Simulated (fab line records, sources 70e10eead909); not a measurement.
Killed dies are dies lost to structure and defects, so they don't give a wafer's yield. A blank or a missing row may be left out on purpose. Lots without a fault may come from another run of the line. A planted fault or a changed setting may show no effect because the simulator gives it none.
fab line records | flow nand_harc
record lots=11 wafers=33 last_day=33
route steps=1302 shown P_CONTACT@232 P_M0@261 END@1302
lots that met no fault: from a run of the same line without faults
start_h: hours from the record's first day to the start of the lot's first wafer shown | wait_h: hours since the lot's step before | " the same as in the row above | L1.1+2: a row that stands for several wafers | - no value, or no start given | * or withheld: withheld | < > ~ a bound
route shown NAME@n: a module of which the file shows steps, and the number in the route of the first | usual: mean/standard deviation of fault-free wafers | same: alike in all rows | chamber/n: place in a boat | sites: the reading at each site | _std_site: their standard deviation | _edge_site: outer sites' mean less inner sites' | radius_mm: how far each site lies from the wafer's centre | mask NAME#n: copy n | behind: the tool/chamber that last shaped the wafer | hold: why the lot was held/for how many hours/how that ended | device: the transistor (n, p or np) that didn't switch | end of line: the same wafers' tests at the end of the route | a step without rows: its recipe alone | killed: dies lost to structure and defects at the first sort, not the wafer's yield | map: a wafer's dies, x killed, . not, _ none there
set.NAME: the setting as run; set.NAME@STEP: as run at that earlier step | model.NAME: the simulator's own value behind a step, which no gauge read
steps of the route over a sample of lots; a table a step, a row a wafer
services: from which hour (start_h, from the record's first day; less than 0 if before it) a tool's chamber was out of use, for how many hours, and why
## steps
# step NHARC_P_CONTACT_CD_MEAS_12
# recipe target_cd_nm=90 landing_energy_ev=500
# usual cd_nm=89.8/0.55
# columns lot.wafer tool chamber start_h wait_h cd_nm
L545.1 cd_sem-02 0 115.49 - 90.8
L545.3 " 0 " " 90.1
L545.5 " 0 " " 89.7
L546.1 cd_sem-03 0 130.97 - 90.5
L546.2 " 0 " " 90.6
L546.4 " 0 " " 90.2
L548.1 cd_sem-02 0 146.28 - 89.8
L548.5 " 0 " " 90.7
L548.6 " 0 " " 90.3
L547.1 cd_sem-02 0 148.79 - 88.9
L547.4 " 0 " " 88.6
L547.5 " 0 " " 89.3
L549.3 cd_sem-01 0 158.48 - 89.8
L549.5 " 0 " " 89.2
L549.6 " 0 " " 90.1
L554.1 cd_sem-03 0 202.70 - 89.9
L554.5 " 0 " " 90.6
L554.6 " 0 " " 90.4
L555.3 cd_sem-02 0 219.19 - 90.3
L555.4 " 0 " " 90.3
L555.6 " 0 " " 90.4
L556.2 cd_sem-02 0 232.86 - 89.3
L556.4 " 0 " " 89.5
L556.6 " 0 " " 89.8
L559.1 cd_sem-02 0 265.72 - 89.3
L559.5 " 0 " " 89.0
L559.6 " 0 " " 89.2
L564.2 cd_sem-01 0 311.06 - 89.5
L564.3 " 0 " " 89.7
L564.5 " 0 " " 89.7
L567.1 cd_sem-01 0 335.79 - 90.8
L567.2 " 0 " " 90.2
L567.5 " 0 " " 90.5
# step NHARC_P_CONTACT_ETCH_36
# recipe target_depth_a=2600 over_etch_frac=0.25 time_s=406.25 ion_energy_ev=200 n2_flow_sccm=150 h2_flow_sccm=150 ar_flow_sccm=0 rf_w=400 bias_w=150 chemistry=N2/H2
# usual chamber_pressure_mTorr=29.998/0.027 drypump_motor_current_A=5.6/0.47 oes_product_au=1.000/0.0077 rf_vpp_V=430.6/2.5 showerhead_plenum_p_Torr=2.05/0.087 throttle_valve_pct=14.170/0.0099
# columns lot.wafer tool chamber start_h wait_h chamber_pressure_mTorr drypump_motor_current_A oes_product_au rf_hours_counter_h rf_vpp_V showerhead_plenum_p_Torr throttle_valve_pct
L545.3 rie_diel-01 2 - - 29.983 5.2 1.006 5.3 428.8 1.95 14.166
L545.1 " 3 " " 29.976 6.5 0.993 3.4 431.0 2.02 14.165
L545.5 " 3 " " 29.980 6.5 0.989 - 430.2 2.02 14.150
L546.4 rie_diel-02 0 - - 30.042 6.4 1.006 2.8 428.4 1.99 14.170
L546.1 " 1 " " 29.991 5.1 0.991 2.8 433.9 2.18 14.173
L546.2 " 3 " " 30.041 5.8 1.003 2.7 429.6 2.01 14.168
L548.1 rie_diel-01 2 - - 29.984 5.2 0.998 7.4 428.7 1.95 14.176
L548.5 " 2 " " 29.970 5.2 1.001 - 428.0 1.95 14.176
L548.6 " 3 " " 29.953 6.5 0.980 - 428.2 2.02 14.177
L547.1 rie_diel-02 1 - - 29.963 5.2 0.997 3.4 435.1 2.18 14.171
L547.5 " 1 " " 29.969 5.2 0.992 - 434.8 2.18 14.171
L547.4 " 3 " " 29.999 5.8 1.008 - 430.6 2.01 14.176
L549.3 rie_diel-01 0 - - 30.049 5.5 1.003 7.9 428.6 1.96 14.172
L549.5 " 0 " " 29.954 5.5 0.990 - 427.2 1.96 14.172
L549.6 " 1 " " 30.005 5.8 1.004 - 432.5 2.11 14.178
L554.1 rie_diel-05 0 - - 30.031 5.2 1.008 2.5 433.4 2.18 14.164
L554.6 " 1 " " 30.052 5.7 1.004 - 432.2 2.12 14.171
L554.5 " 2 " " 30.037 5.9 0.989 - 429.9 2.05 14.176
L555.4 rie_diel-05 0 - - 30.027 5.2 1.002 3.1 435.2 2.18 14.188
L555.3 " 3 " " 30.010 5.1 1.010 3.2 427.9 1.91 14.182
L555.6 " 0 " " 30.039 5.2 1.013 - 435.0 2.18 14.159
L556.2 rie_diel-01 0 - - 29.999 5.5 0.998 1.6 428.0 1.96 14.186
L556.6 " 0 " " 30.055 5.5 1.010 - 428.4 1.96 14.176
L556.4 " 3 " " 29.995 6.5 0.987 - 430.2 2.02 14.170
L559.1 rie_diel-01 0 - - 30.000 5.5 0.998 3.5 426.7 1.96 14.165
L559.5 " 2 " " 30.021 5.2 1.006 - 428.6 1.95 14.166
L559.6 " 3 " " 30.015 6.5 1.009 - 429.7 2.02 14.180
L564.3 rie_diel-05 2 - - 29.997 6.0 0.991 2.1 430.6 2.05 14.161
L564.2 " 0 " " 30.022 5.3 1.005 2.1 435.3 2.18 14.171
L564.5 " 2 " " 30.020 5.9 0.992 - 431.9 2.05 14.165
L567.1 rie_diel-02 3 - - 29.966 5.8 1.013 3.3 430.4 2.00 14.155
L567.2 " 0 " " 30.036 6.4 1.003 3.3 428.6 1.99 14.170
L567.5 " 2 " " 30.000 5.2 0.997 - 428.8 2.02 14.179
# step NHARC_P_CONTACT_CVD_23
# recipe target_thk_a=2000 temp_c=300 pressure_torr=40 wf6_flow_sccm=40 h2_flow_sccm=1600 ar_flow_sccm=1560 time_s=557 material=W
# usual heater_power_w=537/30 susceptor_temp_C=300.01/0.18 throttle_valve_pct=7.98/0.29
# columns lot.wafer tool chamber start_h wait_h heater_power_w susceptor_temp_C throttle_valve_pct
L545.1 cvd_w-02 0 - - 538 - 7.99
L545.3 " 1 " " 561 - 7.63
L545.5 " 1 " " 561 - 7.65
L546.2 cvd_w-01 0 - - 498 300.01 7.84
L546.1 " 1 " " 542 299.99 8.17
L546.4 " 0 " " 489 299.76 7.91
L548.1 cvd_w-02 0 - - 548 300.16 8.10
L548.6 " 0 " " 553 299.81 8.45
L548.5 " 1 " " 563 299.81 7.76
L547.1 cvd_w-01 1 - - 542 299.77 8.12
L547.4 " 1 " " 554 299.85 8.10
L547.5 " 1 " " 554 299.98 8.16
L549.3 cvd_w-01 0 - - 512 - 7.85
L549.6 " 0 " " 512 - 7.88
L549.5 " 1 " " 553 - 8.12
L554.1 cvd_w-02 1 - - 571 299.97 7.70
L554.5 " 0 " " 546 300.11 8.46
L554.6 " 1 " " 553 299.89 7.73
L555.3 cvd_w-02 0 - - 545 300.35 8.14
L555.4 " 1 " " 562 300.12 7.44
L555.6 " 0 " " 534 299.94 8.31
L556.2 cvd_w-01 1 - - 551 299.78 8.22
L556.4 " 0 " " 485 300.25 7.56
L556.6 " 1 " " 560 300.03 7.93
L559.1 cvd_w-02 1 - - 551 - 7.75
L559.5 " 0 " " 539 - 8.14
L559.6 " 1 " " 564 - 8.02
L564.2 cvd_w-01 0 - - 479 299.96 7.82
L564.3 " 1 " " 552 299.95 8.21
L564.5 " 1 " " 544 299.96 8.28
L567.1 cvd_w-01 0 - - 477 300.02 7.86
L567.2 " 1 " " 558 299.94 8.38
L567.5 " 1 " " 572 300.00 8.33
# step NHARC_P_M0_PEB_07
# recipe peb_temp_c=100 peb_time_s=65
# usual chill_plate_temp_C=23.01/0.091 heater_power_total_W=156.6/0.42
# columns lot.wafer tool chamber start_h wait_h chill_plate_temp_C heater_power_total_W
L545.1 litho_track-01 0 119.61 0.1 22.90 156.0
L545.3 " 0 " " 23.20 156.7
L545.5 " 0 " " 23.02 156.7
L546.1 litho_track-04 0 135.07 0.1 23.04 157.1
L546.2 " 0 " " 22.94 156.7
L546.4 " 0 " " 22.90 157.0
L548.1 litho_track-04 0 150.63 0.1 23.23 156.2
L548.5 " 0 " " 23.09 157.0
L548.6 " 0 " " 22.96 156.2
L547.1 litho_track-04 0 153.20 0.1 22.86 156.6
L547.4 " 0 " " 22.78 157.2
L547.5 " 0 " " 22.98 157.1
L549.3 litho_track-04 0 162.56 0.0 23.20 157.2
L549.5 " 0 " " 23.11 157.1
L549.6 " 0 " " 23.16 156.0
L554.1 litho_track-01 0 206.79 0.1 23.04 156.7
L554.5 " 0 " " 22.96 156.9
L554.6 " 0 " " 23.02 157.0
L555.3 litho_track-06 0 223.33 0.0 23.03 156.9
L555.4 " 0 " " 23.02 157.1
L555.6 " 0 " " 22.98 156.4
L556.2 litho_track-06 0 236.94 0.1 23.00 156.6
L556.4 " 0 " " 23.13 157.1
L556.6 " 0 " " 22.96 156.9
L559.1 litho_track-01 0 269.81 0.1 23.12 156.1
L559.5 " 0 " " 22.96 156.2
L559.6 " 0 " " 23.18 157.2
L564.2 litho_track-06 0 315.55 0.1 22.87 156.2
L564.3 " 0 " " 23.03 157.1
L564.5 " 0 " " 22.97 174.7
L567.1 litho_track-04 0 339.88 0.1 22.95 156.1
L567.2 " 0 " " 23.07 156.9
L567.5 " 0 " " 23.00 156.8
# step NHARC_P_M0_CD_MEAS_09
# recipe target_cd_nm=90 landing_energy_ev=500
# usual cd_nm=89.8/0.48
# columns lot.wafer tool chamber start_h wait_h cd_nm
L545.1 cd_sem-02 0 119.69 - 90.5
L545.3 " 0 " " 90.8
L545.5 " 0 " " 90.1
L546.1 cd_sem-01 0 135.15 - 89.4
L546.2 " 0 " " 89.9
L546.4 " 0 " " 89.6
L548.1 cd_sem-03 0 150.71 - 89.5
L548.5 " 0 " " 89.8
L548.6 " 0 " " 89.8
L547.1 cd_sem-03 0 153.28 - 89.0
L547.4 " 0 " " 89.2
L547.5 " 0 " " 89.7
L549.3 cd_sem-03 0 162.64 - 90.0
L549.5 " 0 " " 89.9
L549.6 " 0 " " 89.8
L554.1 cd_sem-03 0 206.87 - 90.3
L554.5 " 0 " " 90.7
L554.6 " 0 " " 90.4
L555.3 cd_sem-02 0 223.42 - 89.8
L555.4 " 0 " " 90.7
L555.6 " 0 " " 90.9
L556.2 cd_sem-02 0 237.02 - 90.5
L556.4 " 0 " " 90.4
L556.6 " 0 " " 90.1
L559.1 cd_sem-01 0 269.89 - 89.3
L559.5 " 0 " " 90.0
L559.6 " 0 " " 89.6
L564.2 cd_sem-03 0 315.63 - 90.4
L564.3 " 0 " " 89.5
L564.5 " 0 " " 82.5
L567.1 cd_sem-02 0 339.96 - 89.8
L567.2 " 0 " " 89.3
L567.5 " 0 " " 89.6
# step NHARC_END_SORT_01
# recipe temp_c=25
# usual defect_limited_yield=91/3.4 killed_at_array=54/23 killed_at_other=1.2/1.5 killed_at_periphery=3.9/2.5 killed_dies=59/23 killed_open=3.2/1.7 killed_short=2.4/1.6 sort_bin_2_pct=3.0/1.4 sort_bin_3_pct=0.7/0.45 sort_bin_4_pct=5.0/1.9 sort_n_pass=618/23 sort_rim_yield_pct=92/3.8 sort_yield_pct=91/3.4
# same gross_dies=677 sort_bin_5_pct[%]=0 sort_bin_6_pct[%]=0 sort_bin_7_pct[%]=0 sort_bin_8_pct[%]=0 sort_rim_n_gross=106.00
# columns lot.wafer tool chamber start_h wait_h defect_limited_yield[%] killed_at_array killed_at_other killed_at_periphery killed_dies killed_open killed_short sort_bin_2_pct[%] sort_bin_3_pct[%] sort_bin_4_pct[%] sort_n_pass sort_rim_yield_pct[%] sort_yield_pct[%]
L564.5 prober-01 0 753.15 3.7 92 48 4 4 56 1 1 3.4 0.3 4.6 621 89 92
# killed by level:class
L564.5 A_SLIT:chamber_film_flake=24 A_CHANNEL_HOLE_D1:chamber_film_flake=11 A_CONTACT:chamber_film_flake=7 THIN_TSV:chamber_film_flake=4 P_M0:area_peb=3 A_DECK1_JOINT:chamber_film_flake=2 A_CHANNEL_HOLE_D2:chamber_film_flake=2 A_CHANNEL_FILL_D2:geometric_particle:short=1
## services
# columns tool chamber start_h hours kind
rie_diel-02 2 104.43 18.4 repair
cvd_w-02 - 118.59 1.0 repair
rie_diel-01 2 119.88 3.0 repair
rie_diel-02 - 133.96 1.0 repair
cvd_w-02 1 134.03 10.0 repair
rie_diel-05 - 134.59 2.6 repair
rie_diel-02 2 138.95 15.7 repair
litho_track-01 - 155.00 7.0 pm
rie_diel-05 1 161.11 5.5 repair
litho_track-06 - 179.00 7.0 pm
rie_diel-02 2 179.81 6.3 repair
cvd_w-01 - 185.00 13.0 pm
rie_diel-02 0 187.40 1.6 repair
litho_track-04 - 203.00 7.0 pm
cvd_w-01 - 203.34 1.6 repair
rie_diel-01 - 203.80 9.0 pm
cvd_w-01 - 214.29 0.8 repair
rie_diel-01 3 214.29 14.6 repair
rie_diel-02 - 216.74 9.0 pm
rie_diel-01 2 224.78 8.7 repair
rie_diel-05 - 229.60 9.0 pm
rie_diel-01 3 245.67 2.4 repair
cvd_w-02 - 269.00 13.0 pm
rie_diel-01 - 310.72 1.1 repair
## key
first_sign step=NHARC_P_M0_PEB_07 reading=heater_power_total_W direction=up sigmas=43 usual=* struck=*
effect step=NHARC_P_M0_CD_MEAS_09 reading=cd_nm direction=down sigmas=15 usual=89.8 struck=82.5
met_at NHARC_P_M0_PEB_07
struck_lots L564
struck_wafers L564.5
not_acting_at NHARC_P_CONTACT_CD_MEAS_12,NHARC_P_CONTACT_ETCH_36,NHARC_P_CONTACT_CVD_23
onset_between 236.94 315.55
fault kind=process_parameter_drift tool=litho_track-06 chamber=- onset_h=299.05 steps=NHARC_P_M0_PEB_07 channel=peb_time_s offset=* shape=step end_h=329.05 scope=struck_wafers_only acts_in=* stated=*
